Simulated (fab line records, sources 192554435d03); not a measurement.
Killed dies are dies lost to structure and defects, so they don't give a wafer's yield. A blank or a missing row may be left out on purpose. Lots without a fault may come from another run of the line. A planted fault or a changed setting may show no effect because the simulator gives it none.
Chamber matching | flow n5_finfet | N5_BEOL_M1_DESCUM_16 on rie_diel-04: 4 sister chambers
The step chemistry O2, time 7 s. 4 wafers are shown with their chamber, then 9 later ones without.

WAFERS WITH THEIR CHAMBER
wafer  | chamber | drypump_motor_current_A (A)
L082.6 | 3       | 6.5
L088.3 | 0       | 5.8
L089.2 | 1       | 5.7
L089.5 | 2       | 5.7

WAFERS WITHOUT THEIR CHAMBER
wafer  | drypump_motor_current_A (A)
L093.1 | 5.8
L093.2 | 5.7
L093.3 | 6.5
L093.4 | 6.4
L093.5 | 5.7
L093.6 | 5.8
L097.1 | 5.7
L097.2 | 6.5
L097.3 | 5.8

WHICH CHAMBER EACH WENT THROUGH
wafer  | from the rows above     | in truth
L093.1 | 0                       | 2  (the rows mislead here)
L093.2 | can't be placed: 1 or 2 | 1
L093.3 | 3                       | 3
L093.4 | 3                       | 3
L093.5 | can't be placed: 1 or 2 | 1
L093.6 | 0                       | 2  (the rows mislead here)
L097.1 | can't be placed: 1 or 2 | 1
L097.2 | 3                       | 3
L097.3 | 0                       | 0
Placed correctly: 4 of 9. Can't be placed from these rows: 3 (the true chamber is among the candidates in 3). Placed wrongly: 2.
How it was worked out, from the rows above alone: a wafer's distance from a chamber is the root of the sum, over the readings, of the square of ((its reading less the chamber's mean) divided by the reading's scatter). The wafer belongs to the nearest chamber; if the next one is less than 2 further off, it can't be placed. A chamber's mean is the mean of its shown wafers. The scatter: with one shown wafer a chamber, the root of the mean of the squares of how far each hidden wafer lies from its nearest shown one.
